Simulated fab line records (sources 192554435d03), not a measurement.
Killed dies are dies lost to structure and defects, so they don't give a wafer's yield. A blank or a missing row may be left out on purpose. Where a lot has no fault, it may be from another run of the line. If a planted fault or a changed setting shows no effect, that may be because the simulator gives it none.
What tool caused it? | flow n5_finfet | at 1 step of a route of 1938, 10 lots with 29 wafers sampled

WHAT THE GAUGES READ, wafer by wafer
N5_BEOL_M4_RC_MEAS_101. Usual: DIBL_N 35.9 mV/V, standard deviation 1.7; DIBL_P 36.0 mV/V, standard deviation 2.2; IOFF_N 0.16 nA/um, standard deviation 0.031; IOFF_P 0.21 nA/um, standard deviation 0.039; ION_N 678 uA/um, standard deviation 13; ION_P 464 uA/um, standard deviation 8.8; SS_N 71.5 mV/dec, standard deviation 0.61; SS_P 73.2 mV/dec, standard deviation 0.68; VT_N 249 mV, standard deviation 3.3; VT_P -250 mV, standard deviation 3.8.
lot  | measured     | on        | DIBL_N (mV/V)  | DIBL_P (mV/V)  | IOFF_N (nA/um) | IOFF_P (nA/um) | ION_N (uA/um) | ION_P (uA/um) | SS_N (mV/dec)  | SS_P (mV/dec)  | VT_N (mV)   | VT_P (mV)      | flag
L739 | day 8 01:19  | prober-01 | 35.5 33.6      | 35.9 32.9      | 0.16 0.12      | 0.24 0.20      | 683 668       | 470 464       | 71.8 71.4      | 73.5 73.0      | 248 254     | -246 -248      |
L743 | day 9 01:20  | prober-01 | 31.6 33.5 37.1 | 31.5 34.6 38.8 | 0.09 0.11 0.17 | 0.13 0.15 0.21 | 641 664 676   | 450 455 457   | 70.2 70.5 71.3 | 72.0 72.4 73.5 | 258 256 250 | -260 -257 -254 |
L747 | day 10 01:32 | prober-01 | 38.3 39.5 38.3 | 38.9 39.3 38.3 | 0.19 0.22 0.18 | 0.23 0.24 0.22 | 684 681 672   | 459 459 453   | 71.8 72.5 71.8 | 74.7 74.4 73.9 | 250 247 249 | -252 -253 -253 |
L748 | day 10 03:59 | prober-01 | 36.7 35.5 35.9 | 38.4 36.3 38.2 | 0.18 0.17 0.17 | 0.24 0.21 0.24 | 668 678 661   | 456 463 458   | 71.8 71.5 72.1 | 73.2 73.5 74.4 | 248 251 248 | -246 -247 -247 |
L749 | day 10 10:39 | prober-01 | 34.1 36.3 34.5 | 34.7 36.6 34.4 | 0.13 0.16 0.13 | 0.17 0.19 0.16 | 665 679 664   | 454 457 451   | 71.1 71.4 71.0 | 72.4 72.9 72.5 | 252 248 251 | -252 -251 -254 |
L750 | day 10 16:56 | prober-02 | 35.4 40.4 37.8 | 33.1 40.4 35.9 | 0.14 0.26 0.18 | 0.18 0.31 0.21 | 689 717 681   | 467 480 462   | 71.3 72.2 72.4 | 71.7 73.7 73.5 | 249 241 247 | -250 -245 -248 |
L751 | day 10 19:24 | prober-02 | 36.7 39.1 36.3 | 37.8 40.6 37.5 | 0.17 0.20 0.16 | 0.21 0.27 0.22 | 673 675 666   | 458 466 463   | 71.7 71.5 71.2 | 73.6 74.3 73.8 | 248 245 247 | -250 -247 -252 |
L753 | day 11 21:42 | prober-02 | 34.3 37.3 35.8 | 35.5 39.1 36.8 | 0.17 0.22 0.19 | 0.20 0.27 0.22 | 677 689 693   | 457 468 464   | 71.5 72.8 72.2 | 73.0 73.9 72.6 | 249 245 248 | -249 -247 -250 |
L759 | day 12 21:04 | prober-02 | 34.2 32.8 36.7 | 33.5 31.1 37.7 | 0.12 0.10 0.16 | 0.15 0.13 0.21 | 660 657 677   | 455 450 460   | 70.2 71.3 71.0 | 72.6 72.6 73.4 | 254 257 249 | -254 -257 -254 |
L761 | day 13 22:55 | prober-02 | 32.6 34.8 34.6 | 34.7 36.8 36.9 | 0.13 0.17 0.16 | 0.21 0.23 0.25 | 678 685 674   | 471 472 466   | 71.6 72.3 72.4 | 72.8 73.4 74.2 | 253 249 251 | -248 -250 -248 |

WHICH TOOL RAN EACH LOT (tool, then ch and the chambers of the sampled wafers, then the start)
Record: no process step prior to these readings.

AS READ BY THE TOOLS THEMSELVES (means over the sampled wafers that have a number; for cases with no such wafer, the mark the record gives instead)
The record holds no such reading with a usual standard deviation.

THE ANSWER, worked out from the rows above alone
Rule: lot off if the mean of its wafers having a number is beyond 3 standard deviations from the usual mean. A lot without any number at a reading at which 4 lots or more have one is off too. The other lots that the step has rows for count as sound. First the gauges in route order, then the tools' own readings, where a lot's mean is used as printed above. The first step at which some lot is off is used, and at that step the reading that is off furthest; a lot without a number counts as furthest.
None of the lots is off at any reading shown; this tells nothing.

WHAT THE SIMULATOR HAD INSERTED
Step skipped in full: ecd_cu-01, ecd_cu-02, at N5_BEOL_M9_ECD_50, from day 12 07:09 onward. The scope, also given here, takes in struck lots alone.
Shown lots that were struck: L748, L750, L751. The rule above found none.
